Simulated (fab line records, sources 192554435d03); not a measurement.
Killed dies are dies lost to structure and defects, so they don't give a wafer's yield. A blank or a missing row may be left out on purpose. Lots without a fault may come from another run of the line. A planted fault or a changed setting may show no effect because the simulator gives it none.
Split-lot experiment | flow n5_finfet | 7 lots, 21 wafers read, on a route of 1938 steps

THE SPLIT
At N5_SDB_EXPOSE_08 (exposes mask SDB), the setting dose_mj was moved away from the recipe's 49.6 on 7 of the 21 wafers read, by -4.1% to +4.2%. The other wafers ran this setting at the recipe's value.

FROM THE SPLIT TO THE READING: what the file shows between them, 2 steps
- N5_SDB_PEB_09: peb time 60 s
- N5_SDB_DEVELOP_10: develop time 30 s

THE READING
cd_nm, in nm, at N5_SDB_CD_MEAS_11 (target cd 50 nm). Fault-free wafers of this fab line usually give 49.9 nm, standard deviation 1 nm.

wafer  | tool, chamber at the split | dose_mj as run | against the recipe | cd_nm, nm | against lot-mates on the recipe
L074.2 | arfi_scanner-02, 0         | 48.29          | -2.6%              | 46.1      | -2.7
L074.4 | arfi_scanner-02, 0         | 49.6           | recipe             | 48.3      | -
L074.6 | arfi_scanner-02, 0         | 49.6           | recipe             | 49.3      | -
L077.1 | arfi_scanner-03, 0         | 51.67          | +4.2%              | 53.2      | +4.3
L077.4 | arfi_scanner-03, 0         | 51.67          | +4.2%              | 54.1      | +5.2
L077.6 | arfi_scanner-03, 0         | 49.6           | recipe             | 48.9      | -
L078.1 | arfi_scanner-01, 0         | 48.09          | -3.0%              | 47.7      | -2.9
L078.2 | arfi_scanner-01, 0         | 49.6           | recipe             | 50.6      | -
L078.4 | arfi_scanner-01, 0         | 48.09          | -3.0%              | 48.0      | -2.6
L082.1 | arfi_scanner-01, 0         | 49.6           | recipe             | 51.3      | -
L082.2 | arfi_scanner-01, 0         | 49.6           | recipe             | 50.1      | -
L082.3 | arfi_scanner-01, 0         | 49.6           | recipe             | 50.0      | -
L083.2 | arfi_scanner-01, 0         | 49.6           | recipe             | 51.6      | -
L083.5 | arfi_scanner-01, 0         | 47.56          | -4.1%              | 46.1      | -5.2
L083.6 | arfi_scanner-01, 0         | 49.6           | recipe             | 51.0      | -
L087.1 | arfi_scanner-01, 0         | 49.6           | recipe             | 48.8      | -
L087.2 | arfi_scanner-01, 0         | 48.28          | -2.7%              | 45.5      | -3.9
L087.4 | arfi_scanner-01, 0         | 49.6           | recipe             | 50.0      | -
L093.1 | arfi_scanner-02, 0         | 49.6           | recipe             | 50.5      | -
L093.3 | arfi_scanner-02, 0         | 49.6           | recipe             | 50.3      | -
L093.5 | arfi_scanner-02, 0         | 49.6           | recipe             | 51.6      | -

THE FIT
A straight line over all 21 wafers: cd_nm changes by +0.97 nm for each +1% of dose_mj; r = +0.88; the points scatter about the line by 1.1 nm.
The same after taking each lot's own level away (the mean of its wafers on the recipe; 21 wafers): +1.13 nm for each +1%; r = +0.97; scatter 0.56 nm.
On that fit, the largest move of dose_mj shifts the reading by 4.7 nm.
The lots' own levels span 48.80 to 51.30 nm, that is 2.5 times the standard deviation above.
So the lot-to-lot level changes the slope: the two fits differ.
Check: with one of the wafers moved furthest among these (+4.2%) left out of the fit, the line predicts +4.92 nm for it against its lot-mates. It came out at +4.3 nm against them.

THE FILE'S OWN FIT
cd_nm changes by +1.16 nm for each +1% of dose_mj, r = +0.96.
